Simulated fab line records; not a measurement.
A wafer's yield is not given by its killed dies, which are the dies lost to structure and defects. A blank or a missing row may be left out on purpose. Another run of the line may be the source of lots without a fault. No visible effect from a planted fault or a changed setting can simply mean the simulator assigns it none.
Which tool was responsible? -- flow nand-harc -- 24 lots, 72 wafers sampled, at 6 steps of a route of 1159

WHAT THE GAUGES READ, wafer by wafer
NHARC_P_STI_CD_MEAS_16.
lot,measured,on,cd-nm (nm)
L075,day 2 21:54,cd-sem-03,200.1 197.3 199.7
L074,day 2 21:56,cd-sem-02,201.3 201.4 199.8
L076,day 2 22:14,cd-sem-03,201.6 199.7 200.5
L077,day 3 05:36,cd-sem-01,201.5 199.6 200.0
L078,day 3 11:38,cd-sem-01,198.2 194.9 195.1
L079,day 3 19:29,cd-sem-02,201.6 200.1 198.7
L080,day 3 23:27,cd-sem-03,197.7 199.1 197.1
L081,day 4 05:28,cd-sem-01,203.1 202.2 201.9
L082,day 4 12:34,cd-sem-02,201.0 202.6 199.0
L083,day 4 19:48,cd-sem-02,200.0 200.9 201.2
L084,day 4 23:28,cd-sem-03,196.1 198.8 198.6
L085,day 5 07:53,cd-sem-03,199.0 201.2 199.9
L086,day 5 16:17,cd-sem-01,199.5 200.3 201.7
L087,day 5 16:24,cd-sem-03,199.2 200.2 201.3
L088,day 5 23:35,cd-sem-02,201.0 199.4 201.6
L089,day 6 05:39,cd-sem-02,202.1 199.4 200.7
L090,day 6 12:58,cd-sem-03,200.0 200.8 197.7
L091,day 6 18:46,cd-sem-03,199.3 200.2 200.6
L092,day 7 00:55,cd-sem-02,199.3 197.1 198.6
L093,day 7 05:50,cd-sem-02,201.2 202.8 202.3
L094,day 7 13:10,cd-sem-02,197.9 198.9 200.2
L095,day 7 17:43,cd-sem-03,200.6 201.5 202.0
L096,day 8 02:07,cd-sem-03,200.7 199.6 200.0
L097,day 8 06:26,cd-sem-01,198.4 193.3 197.9

NHARC_P_STI_OCD_MEAS_17.
lot,measured,on,trench-depth-nm (nm),trench-foot-cd-nm (nm)
L075,day 2 21:59,ocd-01,301.7 301.2 299.0,158.9 157.5 159.1
L074,day 2 22:01,ocd-02,305.6 301.0 299.2,159.7 161.4 159.5
L076,day 2 22:20,ocd-01,303.7 304.5 303.9,159.9 157.3 157.9
L077,day 3 05:41,ocd-02,304.3 307.7 301.5,158.3 156.1 157.6
L078,day 3 11:43,ocd-02,302.0 301.4 306.6,157.0 153.8 153.1
L079,day 3 19:35,ocd-02,298.7 300.3 301.5,159.8 158.0 157.6
L080,day 3 23:32,ocd-01,299.8 302.6 300.7,156.4 157.7 156.4
L081,day 4 05:33,ocd-02,295.2 296.1 298.2,161.2 159.9 160.1
L082,day 4 12:38,ocd-01,301.2 299.9 300.7,158.2 160.7 157.2
L083,day 4 19:53,ocd-02,300.7 301.0 301.8,158.4 160.4 159.4
L084,day 4 23:34,ocd-02,300.3 299.5 303.1,153.0 157.2 155.7
L085,day 5 07:58,ocd-02,299.1 299.5 299.1,158.2 157.5 158.5
L086,day 5 16:22,ocd-01,296.2 300.7 299.0,157.9 159.3 160.5
L087,day 5 16:29,ocd-02,298.8 301.8 299.4,158.1 158.9 160.5
L088,day 5 23:40,ocd-02,299.7 297.0 299.4,159.7 158.4 160.1
L089,day 6 05:44,ocd-02,301.5 296.1 301.1,161.3 158.7 159.7
L090,day 6 13:04,ocd-02,299.2 300.4 299.7,158.1 158.0 154.2
L091,day 6 18:52,ocd-02,296.1 293.7 296.5,159.4 160.7 157.7
L092,day 7 01:00,ocd-01,304.2 298.7 301.9,156.9 156.4 158.4
L093,day 7 05:56,ocd-02,299.2 301.6 297.2,159.1 159.5 159.9
L094,day 7 13:16,ocd-01,298.3 302.3 299.1,157.6 157.4 159.2
L095,day 7 17:49,ocd-01,297.7 298.9 298.6,160.3 160.7 161.1
L096,day 8 02:12,ocd-01,301.1 300.0 297.8,159.7 159.2 159.1
L097,day 8 06:31,ocd-01,303.7 302.2 297.0,156.2 153.3 157.9

NHARC_P_GATE_CD_MEAS_33.
lot,measured,on,cd-nm (nm)
L075,day 5 03:21,cd-sem-02,120.9 118.1 120.7
L074,day 5 03:50,cd-sem-02,116.2 119.4 119.3
L076,day 5 03:45,cd-sem-02,121.6 117.6 120.6
L077,day 5 10:23,cd-sem-03,119.7 121.9 119.4
L078,day 5 21:17,cd-sem-02,118.3 118.1 116.8
L079,day 6 08:16,cd-sem-01,121.4 120.6 121.5
L080,day 6 08:41,cd-sem-02,122.3 122.3 123.6
L081,day 6 12:44,cd-sem-02,120.5 119.9 120.0
L082,day 6 19:21,cd-sem-03,120.1 120.9 119.9
L083,day 7 00:42,cd-sem-03,122.4 121.1 121.1
L084,day 7 00:56,cd-sem-03,119.3 121.1 120.8
L085,day 8 00:27,cd-sem-02,121.3 120.8 122.9
L086,day 8 01:17,cd-sem-03,122.3 119.8 118.2
L087,day 8 01:10,cd-sem-02,120.4 121.6 122.0
L088,day 8 01:02,cd-sem-03,121.8 123.9 122.2
L089,day 8 14:49,cd-sem-02,122.7 120.0 122.1
L090,day 8 14:55,cd-sem-01,119.8 119.7 123.6
L091,day 9 00:57,cd-sem-03,118.3 117.3 120.4
L092,day 9 11:41,cd-sem-02,118.7 120.0 117.0
L093,day 9 12:05,cd-sem-02,121.2 122.7 120.1
L094,day 9 11:08,cd-sem-01,118.4 119.9 119.3
L095,day 10 00:53,cd-sem-03,120.1 119.6 118.2
L096,day 10 04:37,cd-sem-03,120.1 123.0 122.8
L097,day 10 04:31,cd-sem-01,121.5 118.0 120.9

NHARC_P_GATE_CD_MEAS_91: the cd target is 2000 nm.
lot,measured,on,cd-nm (nm)
L075,day 5 17:59,cd-sem-01,2000.3 1999.1 1999.7
L074,day 5 18:32,cd-sem-01,2000.3 2000.3 2000.8
L076,day 5 18:43,cd-sem-02,1998.7 1999.6 1997.6
L077,day 6 00:41,cd-sem-03,2000.8 1998.9 2001.2
L078,day 6 13:46,cd-sem-03,1998.3 1999.8 1999.1
L079,day 6 22:40,cd-sem-03,1998.6 1998.4 1998.8
L080,day 7 01:13,cd-sem-01,1998.8 2000.9 1999.5
L081,day 7 04:09,cd-sem-02,1999.8 2001.4 2000.9
L082,day 7 09:56,cd-sem-01,2000.6 1999.7 1998.7
L083,day 7 15:11,cd-sem-02,2001.0 2000.2 2000.0
L084,day 7 15:34,cd-sem-02,2000.5 1999.4 2000.6
L085,day 8 16:51,cd-sem-03,1999.6 2000.7 2000.0
L086,day 8 22:59,cd-sem-01,1998.7 1999.1 1998.8
L087,day 8 15:52,cd-sem-02,2000.2 2003.5 2000.7
L088,day 8 15:32,cd-sem-03,1998.4 1998.7 1998.1
L089,day 9 07:29,cd-sem-02,1999.4 1998.2 1999.4
L090,day 9 05:26,cd-sem-01,2000.2 2000.4 2000.7
L091,day 9 15:16,cd-sem-01,1999.7 2000.9 2000.2
L092,day 10 02:11,cd-sem-02,1999.4 2000.2 2000.8
L093,day 10 05:32,cd-sem-02,1998.8 2000.3 1997.6
L094,day 10 01:23,cd-sem-02,2000.7 1999.1 1999.1
L095,day 10 15:27,cd-sem-01,1998.3 1996.9 1999.0
L096,day 10 21:10,cd-sem-03,1998.8 2000.2 1998.1
L097,day 10 19:10,cd-sem-03,2000.0 1999.7 1999.6

TOOL THAT RAN EACH LOT (tool first, then ch and the chambers of the sampled wafers, then the start)
lot,NHARC_P_GATE_DESCUM_31,NHARC_P_GATE_STRIP_112
L075,"rie-diel-02 ch 0,2,3, day 5 01:50","plasma-asher-02 ch 0,1, day 5 16:49"
L074,"rie-diel-04 ch 1,2, day 5 02:15","plasma-asher-02 ch 0,1, day 5 17:23"
L076,"rie-diel-02 ch 1,3, day 5 02:39","plasma-asher-01 ch 0,1, day 5 17:31"
L077,"rie-diel-04 ch 0,1,2, day 5 09:16","plasma-asher-01 ch 0,1, day 5 23:33"
L078,"rie-diel-02 ch 1,2,3, day 5 20:24","plasma-asher-01 ch 0,1, day 6 12:42"
L079,"rie-diel-02 ch 1,2,3, day 6 07:23","plasma-asher-02 ch 0,1, day 6 21:36"
L080,"rie-diel-04 ch 2,3, day 6 07:53","plasma-asher-01 ch 0,1, day 7 00:02"
L081,"rie-diel-05 ch 2,3, day 6 11:55","plasma-asher-01 ch 0,1, day 7 02:59"
L082,"rie-diel-04 ch 0,2, day 6 18:14","plasma-asher-02 ch 0,1, day 7 08:47"
L083,"rie-diel-04 ch 1,2,3, day 6 23:46","plasma-asher-01 ch 0,1, day 7 14:08"
L084,"rie-diel-02 ch 1,2, day 7 00:04","plasma-asher-02 ch 0,1, day 7 14:31"
L085,"rie-diel-04 ch 0,1,2, day 7 23:30","plasma-asher-01 ch 0,1, day 8 15:50"
L086,"rie-diel-04 ch 0,1,2, day 8 00:09","plasma-asher-01 ch 0,1, day 8 22:00"
L087,"rie-diel-04 ch 0,1, day 7 23:55","plasma-asher-02 ch 0,1, day 8 14:41"
L088,"rie-diel-04 ch 0,2,3, day 7 23:48","plasma-asher-01 ch 0,1, day 8 14:36"
L089,"rie-diel-04 ch 0,2,3, day 8 13:43","plasma-asher-02 ch 0,1, day 9 06:18"
L090,"rie-diel-04 ch 0,2,3, day 8 13:53","plasma-asher-01 ch 0,1, day 9 04:25"
L091,"rie-diel-02 ch 0,1,3, day 9 00:02","plasma-asher-02 ch 0,1, day 9 14:15"
L092,"rie-diel-02 ch 0,2,3, day 9 10:52","plasma-asher-01 ch 0,1, day 10 00:59"
L093,"rie-diel-04 ch 1,2,3, day 9 11:17","plasma-asher-02 ch 0,1, day 10 04:26"
L094,"rie-diel-02 ch 0,1, day 9 10:16","plasma-asher-02 ch 1, day 10 00:13"
L095,"rie-diel-04 ch 0,1,3, day 10 00:05","plasma-asher-01 ch 0,1, day 10 14:16"
L096,"rie-diel-04 ch 0,3, day 10 03:15","plasma-asher-02 ch 0,1, day 10 20:01"
L097,"rie-diel-04 ch 0,2,3, day 10 03:07","plasma-asher-02 ch 0,1, day 10 17:58"
- NHARC_P_GATE_DESCUM_31: chemistry O2, time 3 s.
- NHARC_P_GATE_STRIP_112: strips in N2/H2, time 200 s.

AS READ BY THE TOOLS THEMSELVES (means over the sampled wafers that have a number; for cases with no such wafer, the mark the record gives instead)
NHARC_P_GATE_DESCUM_31.
lot,tool,drypump-motor-current-A (A),oes-product-au (a.u.),rf-vpp-V (V),showerhead-plenum-p-Torr (Torr),throttle-valve-pct (%)
L075,rie-diel-02,5.8,1.001,57.1,1.85,11.306
L074,rie-diel-04,5.2,1.003,57.9,1.96,11.316
L076,rie-diel-02,6.3,1.002,57.7,1.81,11.318
L077,rie-diel-04,5.6,0.992,58.0,1.93,11.302
L078,rie-diel-02,6.0,1.002,57.8,1.84,11.311
L079,rie-diel-02,6.0,1.005,57.7,1.84,11.320
L080,rie-diel-04,5.0,1.004,57.5,1.88,11.318
L081,rie-diel-05,6.3,0.999,57.5,1.99,11.311
L082,rie-diel-04,5.6,1.005,58.1,1.99,11.306
L083,rie-diel-04,5.2,1.001,58.3,1.88,11.321
L084,rie-diel-02,5.6,0.993,57.4,1.87,11.307
L085,rie-diel-04,5.6,0.998,58.5,1.93,11.310
L086,rie-diel-04,5.6,1.013,57.4,1.93,11.312
L087,rie-diel-04,6.0,0.999,57.8,1.90,11.311
L088,rie-diel-04,5.5,0.998,56.9,1.92,11.312
L089,rie-diel-04,5.5,1.005,58.3,1.92,11.317
L090,rie-diel-04,5.5,0.995,57.7,1.92,11.312
L091,rie-diel-02,6.1,1.008,57.5,1.80,11.318
L092,rie-diel-02,5.8,1.001,56.6,1.84,11.319
L093,rie-diel-04,5.1,1.003,56.9,1.88,11.317
L094,rie-diel-02,5.9,1.006,57.1,1.81,11.310
L095,rie-diel-04,5.5,0.998,58.0,1.86,11.306
L096,rie-diel-04,5.4,1.010,56.9,1.85,11.313
L097,rie-diel-04,5.5,1.001,57.0,1.92,11.307

NHARC_P_GATE_STRIP_112.
lot,tool,drypump-motor-current-A (A),heater-power-w (W)
L075,plasma-asher-02,5.7,83
L074,plasma-asher-02,5.7,84
L076,plasma-asher-01,5.9,83
L077,plasma-asher-01,5.6,87
L078,plasma-asher-01,5.6,88
L079,plasma-asher-02,5.7,84
L080,plasma-asher-01,5.6,88
L081,plasma-asher-01,5.5,88
L082,plasma-asher-02,5.3,84
L083,plasma-asher-01,5.9,85
L084,plasma-asher-02,5.7,84
L085,plasma-asher-01,5.9,85
L086,plasma-asher-01,6.0,84
L087,plasma-asher-02,5.3,84
L088,plasma-asher-01,5.6,87
L089,plasma-asher-02,5.7,87
L090,plasma-asher-01,5.6,88
L091,plasma-asher-02,5.7,87
L092,plasma-asher-01,5.6,87
L093,plasma-asher-02,5.7,87
L094,plasma-asher-02,6.1,91
L095,plasma-asher-01,5.9,85
L096,plasma-asher-02,5.7,86
L097,plasma-asher-02,5.3,84

THE ANSWER, worked out from the rows above alone
Rule: usual is defined by the lots themselves. Put in order of their means at a reading, lots are off if they are a third of the lots or fewer, leave a main group of 4 or more, and stand apart from it by a gap of 3 or more times the standard deviation of the main group's means; of several such gaps the widest counts. If all means in a main group match to the digits the tables above print for the reading, that group is not used. Also off: a lot with no number at a reading for which 4 or more lots have one. Any other lot the step has rows for is counted as sound. The gauges are gone through in route order, then the tools' own readings, and for those a lot's mean is taken as printed above. At the first step where some lot is off, the reading lying furthest off is the one used; lots without a number count as furthest.
Nothing can be told from this: no lot is off at any reading shown.

WHAT HAD BEEN PUT IN BY THE SIMULATOR
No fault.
